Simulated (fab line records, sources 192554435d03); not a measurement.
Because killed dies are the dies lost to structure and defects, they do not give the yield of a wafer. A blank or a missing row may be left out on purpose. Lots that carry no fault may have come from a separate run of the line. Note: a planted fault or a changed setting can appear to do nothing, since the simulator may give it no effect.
Which tool is to blame? | flow n5-finfet | 36 wafers from 12 lots sampled at 2 of the route's 1938 steps

== WHAT THE GAUGES SHOWED, per wafer ==
N5_DUMMY_GATE_THK_MEAS_05.
lot  | measured    | on            | thk-nm (nm)
L075 | day 3 06:36 | film-metro-02 | 73.9 71.9 71.4
L077 | day 3 14:32 | film-metro-01 | 71.8 71.3 73.2
L079 | day 4 00:12 | film-metro-02 | 69.9 71.3 72.9
L081 | day 4 12:19 | film-metro-02 | 71.7 72.5 71.1
L083 | day 5 00:26 | film-metro-02 | 71.4 72.4 70.6
L085 | day 5 12:22 | film-metro-02 | 72.3 71.5 70.6
L087 | day 6 01:17 | film-metro-02 | 72.6 70.9 72.1
L089 | day 6 11:17 | film-metro-02 | 72.6 72.3 71.0
L091 | day 6 22:49 | film-metro-02 | 70.7 69.4 72.6
L093 | day 7 12:28 | film-metro-01 | 71.8 71.3 71.3
L095 | day 8 01:22 | film-metro-01 | 72.0 71.8 71.7
L097 | day 8 12:40 | film-metro-01 | 72.0 71.8 71.6

== WHICH TOOL RAN EACH LOT (tool, then ch and the chambers of the sampled wafers, then the start) ==
lot  | N5_FIN_CUT_CUT_ETCH_28
L075 | rie-si-02 ch 0,1,2, day 2 17:11
L077 | rie-si-02 ch 0,1, day 3 00:31
L079 | rie-si-06 ch 1,2,3, day 3 10:10
L081 | rie-si-05 ch 0,1,2, day 3 22:28
L083 | rie-si-05 ch 0,3, day 4 10:53
L085 | rie-si-02 ch 1,3, day 4 22:08
L087 | rie-si-02 ch 1,2, day 5 11:55
L089 | rie-si-02 ch 0,2,3, day 5 21:56
L091 | rie-si-06 ch 0,2, day 6 09:17
L093 | rie-si-05 ch 0,1,3, day 6 22:16
L095 | rie-si-06 ch 1,3, day 7 10:59
L097 | rie-si-02 ch 0,3, day 7 22:22
- N5_FIN_CUT_CUT_ETCH_28: etches Si in HBr/Cl2/O2, target depth 6 nm, time 2.4 s.

== THE ANSWER, worked out from the rows above alone ==
Rule: the lots themselves supply what counts as usual. Put in order of their means at a reading, lots are off if they are a third of the lots or fewer, leave a main group of 4 or more, and stand apart from it by a gap of 3 or more times the standard deviation of the main group's means; of several such gaps the widest counts. A main group whose means are all the same, to the digits that the tables above print for the reading, isn't used. A lot without any number at a reading at which 4 lots or more have one is off too. The other lots that the step has rows for count as sound.
None of the lots is off at any reading shown; this tells nothing.

== WHAT THE SIMULATOR PUT IN ==
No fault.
